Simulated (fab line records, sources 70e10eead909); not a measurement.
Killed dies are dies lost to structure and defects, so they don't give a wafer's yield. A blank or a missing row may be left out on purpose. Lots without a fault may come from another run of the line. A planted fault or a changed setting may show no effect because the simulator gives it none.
A struck lot beside a sound one | flow nand_harc | 15 steps out of a route of 1302
Sound: wafers L314.2, L314.4, L314.6. Struck: wafers L328.3, L328.4, L328.6. The cause comes at the end.
At each step with rows: each side's tool, then ch and its chambers, then its first start. Under that, the readings that differ: sound wafers | struck wafers | difference of the means | sigmas: that difference in standard deviations of wafers without a fault.
alike: readings whose means differ by less than 2 such deviations, and words and numbers that are the same on both sides. not compared: withheld readings, readings that some wafer has no value for, bounds like >300 that may hide the same value, and numbers for which the record gives no deviation and whose values overlap.
The two part at a step that has a row with sigmas, a row that says differs or no value, or rows on one side only. Numbers that don't overlap but have no deviation are shown without sigmas and don't part them. A reading that every wafer of one side lacks parts them only if that side has two wafers or more.

NHARC_A_CONTACT_ETCH_77: etches the open film in CF4/CHF3, target depth 108.9 nm, time 54.5 s.
  sound on rie_diel-11 ch 1,3; struck on rie_diel-11 ch 0,1,3
  reading               | sound             | struck            | difference | sigmas
  oes_product_au (a.u.) | 0.925 0.919 0.920 | 0.984 0.964 0.962 | +0.049     | +2
  alike: bias_w, cf4_flow_sccm, drypump_motor_current_A, rf_vpp_V, showerhead_plenum_p_Torr, throttle_valve_pct
  not compared: rf_hours_counter_h
then, 2 steps without rows for these wafers: NHARC_A_CONTACT_ETCH_78 (etches the open film in O2/COS, target depth 5300 nm, time 1378 s); NHARC_A_CONTACT_ETCH_124 (etches the open film in C4F8/O2/Ar, time 140 s, target depth 700 nm).
NHARC_A_CONTACT_ETCH_125: etches the open film in C4F8/O2/Ar, time 197 s, target depth 1918 nm.
  sound on har_cap_etch-02 ch 0,1, day 24 16:25; struck on har_cap_etch-03 ch 0,1, day 30 17:02
  alike: chamber_pressure_mTorr, oes_air_line_au
  not compared: rf_hours_counter_h
then, 2 steps without rows for these wafers: NHARC_A_CONTACT_ETCH_126 (etches the open film in C4F8/O2/Ar, time 197 s, target depth 1918 nm); NHARC_A_CONTACT_ETCH_127 (etches the open film in C4F8/O2/Ar, time 197 s, target depth 1918 nm).
NHARC_A_CONTACT_ETCH_128: etches the open film in C4F8/O2/Ar, time 197 s, target depth 1918 nm.
  sound on har_cap_etch-02 ch 0,1, day 24 16:57; struck on har_cap_etch-03 ch 0,1, day 30 17:34
  alike: chamber_pressure_mTorr, oes_air_line_au
  not compared: rf_hours_counter_h
then, 1 step without rows for these wafers: NHARC_A_CONTACT_ETCH_129 (etches the open film in C4F8/O2/Ar, time 197 s, target depth 1918 nm).
NHARC_A_CONTACT_ETCH_130: etches the open film in C4F8/O2/Ar, time 197 s, target depth 1918 nm.
  sound on har_cap_etch-02 ch 0,1, day 24 17:18; struck on har_cap_etch-03 ch 0,1, day 30 17:55
  alike: chamber_pressure_mTorr, oes_air_line_au
  not compared: rf_hours_counter_h
NHARC_A_CONTACT_ETCH_131: etches the open film in C4F8/O2/Ar, time 197 s, target depth 1918 nm.
  sound on har_cap_etch-02 ch 0,1, day 24 17:28; struck on har_cap_etch-03 ch 0,1, day 30 18:06
  alike: chamber_pressure_mTorr, oes_air_line_au
  not compared: rf_hours_counter_h
then, 2 steps without rows for these wafers: NHARC_A_CONTACT_ETCH_132 (etches the open film in C4F8/O2/Ar, time 197 s, target depth 1924 nm); NHARC_A_CONTACT_ETCH_133 (etches the open film in C4F8/O2/Ar, time 374 s, target depth 1610 nm).
NHARC_A_CONTACT_ETCH_91: etches the open film in CH3F/O2, target depth 40 nm, time 85.7 s.
  sound on rie_diel-11 ch 0,1,2, day 24 18:36; struck on rie_diel-01 ch 0,1,2, day 30 19:11
  no value came back on the struck wafers for any of 7 readings (bias_w (W), ch3f_flow_sccm (sccm) and others); on the sound wafers bias_w (W) reads 100.5 100.0 99.8
  not compared: rf_hours_counter_h
then, 1 step without rows for these wafers: NHARC_A_CONTACT_ETCH_97 (etches the open film in C4F6/O2, target depth 20 nm, time 10 s).
-- the record jumps here: 2 days lie between the struck wafers' starts before and after (it left off in module A_CONTACT and takes up again in module END, whose first step shown is number 1302 of the route) --
NHARC_END_SORT_01:
  the record has rows for the struck wafers here (prober-01 ch 0, day 33 05:07) and none for the sound ones

WHERE THEY PART
First at NHARC_A_CONTACT_ETCH_77; last, within this record, at NHARC_END_SORT_01.

WHY: what the simulator had put in
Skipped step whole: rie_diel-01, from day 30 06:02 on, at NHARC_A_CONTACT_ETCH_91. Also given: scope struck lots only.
